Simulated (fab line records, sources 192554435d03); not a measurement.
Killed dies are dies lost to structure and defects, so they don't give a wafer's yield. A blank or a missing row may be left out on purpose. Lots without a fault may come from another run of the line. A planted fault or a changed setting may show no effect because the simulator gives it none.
Problem report in the 8D (eight disciplines) form, filled by code | flow n5_finfet | the parts of the form that need people (team, actions taken, sign-off) are left out

1. THE PROBLEM
spin_speed_rpm at N5_BEOL_M5_COAT_74 reads a mean of 1383.3 rpm on 6 wafers of 2 lots; wafers without a fault read 1500.1 rpm with a standard deviation of 0.94. That is -99 or more standard deviations from the usual mean.
The step: time 60 s, resist thk 5 nm.
First seen on wafer L785.1, day 12 15:37, on litho_track-05. The record holds 36 wafers of 12 lots with a number at this step. Rule for "out", or "out of limits": more than 4 standard deviations from the usual mean. The other wafers with a number count as sound.

2. WHAT IT IS AND WHAT IT IS NOT
question                    | is                     | is not
which readings at this step | spin_speed_rpm         | -
which lots                  | L785, L788             | L771, L772, L773, L774, L776, L777, L779, L790, L791, L793
which wafers of those lots  | all that have a number | -
read on which tools         | litho_track-05         | litho_track-03, litho_track-04
when                        | from day 12 15:37      | up to then (21 sound wafers); but 9 sound wafers of L790, L791, L793 came after

3. SUSPECTS, AND WHAT RULES EACH OUT
Counting: a tool at a process step up to the reading stays a suspect if it ran every lot that is out and no sound lot after the first of them.
- uv_cure-01 at N5_BEOL_M5_CURE_79 (cures SiCOH lowk, time 240 s): ruled out as a lasting fault. Sound lots L790 ran on it after its first lot that is out, L785 (day 12 12:11).
- litho_track-05 at N5_BEOL_M5_COAT_74 (time 60 s, resist thk 5 nm): kept. It ran every lot that is out, first L785 (day 12 15:37), and no sound lot after that; its last sound lot up to then is L777 (day 10 21:38). Its own readings are out on those wafers: spin_speed_rpm.
Left after counting: litho_track-05 at N5_BEOL_M5_COAT_74.

4. THE CAUSE (what the simulator had put in)
Process parameter drift: litho_track-05, from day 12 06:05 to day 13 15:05, at N5_BEOL_M5_COAT_74. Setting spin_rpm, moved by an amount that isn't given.
Counting left only this tool.

5. THE CHAIN OF EFFECTS, in route order
Each row: a reading whose mean over the struck wafers that have a number lies more than 3 standard deviations from the usual. Only readings for which the record gives a usual standard deviation are gone through. hours: the time from each lot's start at the first step in this table that gives one to its start at this step, as a median over the lots. sigmas: the change in usual standard deviations.
hours | step               | reading        | usual      | on struck wafers | change | sigmas
0     | N5_BEOL_M5_COAT_74 | spin_speed_rpm | 1500.1 rpm | 1383.3           | -116.8 | -99 or more
The process steps in it:
- N5_BEOL_M5_COAT_74: time 60 s, resist thk 5 nm.

6. WHAT WOULD HAVE CAUGHT IT SOONER
In this record the first reading out of limits was taken at day 12 15:37, 10 hours after the fault began at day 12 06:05.
